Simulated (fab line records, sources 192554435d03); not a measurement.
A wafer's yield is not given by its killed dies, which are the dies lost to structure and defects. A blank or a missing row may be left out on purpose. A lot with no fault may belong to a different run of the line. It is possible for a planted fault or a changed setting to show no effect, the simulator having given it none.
Which of the tools did it? | flow n5_finfet | 13 lots, 31 wafers sampled, at 5 steps of a route of 1938

== WHAT THE GAUGES READ, wafer by wafer ==
N5_BEOL_M12_THK_MEAS_01. Usual: for M12_ILD_THK the level is 657 nm and the standard deviation is 7.7.
lot  | measured     | on            | M12_ILD_THK (nm) | flag
L168 | day 10 21:44 | film_metro-02 | 645 651 653      |
L170 | day 10 23:02 | film_metro-01 | 648 660 660      |
L175 | day 12 02:38 | film_metro-02 | 649 646 660      |
L174 | day 12 09:33 | film_metro-01 | 653 649 667      |
L176 | day 12 12:53 | film_metro-02 | 653 644 662      |
L180 | day 13 15:08 | film_metro-01 | 648 657 663      |
L183 | day 13 22:54 | film_metro-01 | 648 654 661      |
L181 | day 14 03:09 | film_metro-02 | 640 668 658      |
L185 | day 14 23:59 | film_metro-01 | 662              |
L187 | day 15 03:11 | film_metro-01 | 672              |
L186 | day 15 07:12 | film_metro-02 | 650              |
L188 | day 15 12:09 | film_metro-01 | 661              |
L190 | day 16 13:02 | film_metro-02 | 655 651 663      |

N5_BEOL_M12_CD_MEAS_28: target cd 160.2 nm. Usual: 160.3 nm for cd_nm, sd 1.2.
lot  | measured     | on        | cd_nm (nm)        | flag
L168 | day 10 23:05 | cd_sem-01 | 159.6 159.9 160.5 |
L170 | day 11 00:29 | cd_sem-01 | 161.3 160.6 161.2 |
L175 | day 12 03:50 | cd_sem-01 | 158.9 160.5 160.3 |
L174 | day 12 10:46 | cd_sem-01 | 158.7 158.7 159.7 |
L176 | day 12 14:22 | cd_sem-03 | 160.5 161.1 160.9 |
L180 | day 13 16:33 | cd_sem-01 | 159.2 158.4 159.1 |
L183 | day 14 00:14 | cd_sem-02 | 160.4 162.1 161.2 |
L181 | day 14 04:29 | cd_sem-02 | 158.5 158.6 159.6 |
L185 | day 15 01:20 | cd_sem-01 | 160.2             |
L187 | day 15 04:24 | cd_sem-03 | 159.4             |
L186 | day 15 09:55 | cd_sem-02 | 160.6             |
L188 | day 15 13:22 | cd_sem-01 | 159.1             |
L190 | day 16 14:22 | cd_sem-01 | 161.6 161.9 160.5 |

N5_BEOL_M12_OVL_MEAS_29. Usual: for M12_OVL the level is -2 nm and the standard deviation is 5.6.
lot  | measured     | on         | M12_OVL (nm) | flag
L168 | day 10 23:07 | overlay-02 | 1 3 4        |
L170 | day 11 00:31 | overlay-02 | -7 -8 3      |
L175 | day 12 03:52 | overlay-01 | 5 8 -3       |
L174 | day 12 10:47 | overlay-02 | 0 -3 -1      |
L176 | day 12 14:24 | overlay-02 | -9 -14 -5    |
L180 | day 13 16:34 | overlay-02 | 5 0 -3       |
L183 | day 14 00:16 | overlay-01 | 2 3 -3       |
L181 | day 14 04:31 | overlay-01 | -2 -4 -4     |
L185 | day 15 01:22 | overlay-02 | 62           | OFF
L187 | day 15 04:26 | overlay-02 | 67           | OFF
L186 | day 15 09:56 | overlay-02 | 70           | OFF
L188 | day 15 13:23 | overlay-02 | 56           | OFF
L190 | day 16 14:24 | overlay-02 | -1 5 -4      |

== TOOL THAT RAN EACH LOT (tool first, then ch and the chambers of the sampled wafers, then the start) ==
lot  | N5_BEOL_M12_ETCH_59                | N5_BEOL_M12_EXPOSE_25
L168 | rie_diel-05 ch 0,2,3, day 10 22:17 | krf_scanner-02 ch 0, day 10 22:55
L170 | rie_diel-04 ch 2,3, day 10 23:35   | krf_scanner-01 ch 0, day 11 00:19
L175 | rie_diel-05 ch 0,3, day 12 03:04   | krf_scanner-01 ch 0, day 12 03:40
L174 | rie_diel-01 ch 0,1,2, day 12 09:58 | krf_scanner-01 ch 0, day 12 10:35
L176 | rie_diel-01 ch 0,1,2, day 12 13:28 | krf_scanner-02 ch 0, day 12 14:12
L180 | rie_diel-01 ch 0,2, day 13 15:46   | krf_scanner-02 ch 0, day 13 16:23
L183 | rie_diel-05 ch 0,2,3, day 13 23:20 | krf_scanner-01 ch 0, day 14 00:04
L181 | rie_diel-05 ch 2,3, day 14 03:42   | krf_scanner-01 ch 0, day 14 04:19
L185 | rie_diel-01 ch 3, day 15 00:34     | krf_scanner-01 ch 0, day 15 01:11
L187 | rie_diel-01 ch 0, day 15 03:38     | krf_scanner-01 ch 0, day 15 04:15
L186 | rie_diel-05 ch 0, day 15 07:45     | krf_scanner-01 ch 0, day 15 09:44
L188 | rie_diel-04 ch 0, day 15 12:35     | krf_scanner-01 ch 0, day 15 13:13
L190 | rie_diel-04 ch 1,2,3, day 16 13:35 | krf_scanner-02 ch 0, day 16 14:13
- N5_BEOL_M12_ETCH_59: etches BARC in N2/H2, target depth 89 nm, overetch 26.7 nm, time 67.9 s.
- N5_BEOL_M12_EXPOSE_25: exposes mask M12.

== WHAT THE TOOLS THEMSELVES READ (means of the sampled wafers that have a number; where no wafer has one, the mark that the record gives instead) ==
N5_BEOL_M12_ETCH_59. Usual: drypump_motor_current_A 6.0 A, standard deviation 0.51; oes_product_au 0.69 a.u., standard deviation 0.063; rf_vpp_V 524.4 V, standard deviation 2; showerhead_plenum_p_Torr 2.57 Torr, standard deviation 0.073; throttle_valve_pct 17.8 %, standard deviation 0.33.
lot  | tool        | drypump_motor_current_A (A) | oes_product_au (a.u.) | rf_vpp_V (V) | showerhead_plenum_p_Torr (Torr) | throttle_valve_pct (%) | flag
L168 | rie_diel-05 | 5.9                         | 0.66                  | 523.2        | 2.55                            | 17.8                   |
L170 | rie_diel-04 | 5.7                         | 0.66                  | 525.5        | 2.61                            | 17.6                   |
L175 | rie_diel-05 | 5.6                         | 0.66                  | 523.0        | 2.51                            | 17.7                   |
L174 | rie_diel-01 | 6.2                         | 0.67                  | 524.1        | 2.55                            | 18.1                   |
L176 | rie_diel-01 | 6.2                         | 0.67                  | 523.7        | 2.54                            | 18.1                   |
L180 | rie_diel-01 | 5.9                         | 0.67                  | 524.1        | 2.54                            | 18.1                   |
L183 | rie_diel-05 | 5.9                         | 0.64                  | 523.8        | 2.54                            | 17.8                   |
L181 | rie_diel-05 | 6.2                         | 0.63                  | 524.5        | 2.56                            | 17.9                   |
L185 | rie_diel-01 | 5.1                         | 0.80                  | 528.2        | 2.71                            | 17.5                   |
L187 | rie_diel-01 | 5.5                         | 0.70                  | 523.3        | 2.56                            | 18.2                   |
L186 | rie_diel-05 | 5.6                         | 0.66                  | 520.7        | 2.43                            | 17.7                   |
L188 | rie_diel-04 | 6.6                         | 0.76                  | 527.1        | 2.70                            | 17.4                   |
L190 | rie_diel-04 | 5.7                         | 0.70                  | 524.8        | 2.57                            | 17.7                   |

== THE ANSWER, worked out from the rows above alone ==
Rule: lot off if the mean of its wafers having a number is beyond 3 standard deviations from the usual mean. A lot without any number at a reading at which 4 lots or more have one is off too. Where the step has rows for the other lots, those lots are counted as sound. First the gauges in route order, then the tools' own readings, where a lot's mean is used as printed above. The first step at which some lot is off is used, and at that step the reading that is off furthest; a lot without a number counts as furthest.
Off: L185, L187, L186, L188, seen at N5_BEOL_M12_OVL_MEAS_29 (M12_OVL).
If a tool, at a process step before that reading, ran all the lots that are off and no sound lot after the first of them, it fits. The gauges at N5_BEOL_M12_OVL_MEAS_29 are tried like those tools. One fits: krf_scanner-01 at N5_BEOL_M12_EXPOSE_25. Its last sound lot is L181 (day 14 04:19), its first lot that is off L185 (day 15 01:11): a fault that began between those two fits.

== WHAT WAS PUT IN BY THE SIMULATOR ==
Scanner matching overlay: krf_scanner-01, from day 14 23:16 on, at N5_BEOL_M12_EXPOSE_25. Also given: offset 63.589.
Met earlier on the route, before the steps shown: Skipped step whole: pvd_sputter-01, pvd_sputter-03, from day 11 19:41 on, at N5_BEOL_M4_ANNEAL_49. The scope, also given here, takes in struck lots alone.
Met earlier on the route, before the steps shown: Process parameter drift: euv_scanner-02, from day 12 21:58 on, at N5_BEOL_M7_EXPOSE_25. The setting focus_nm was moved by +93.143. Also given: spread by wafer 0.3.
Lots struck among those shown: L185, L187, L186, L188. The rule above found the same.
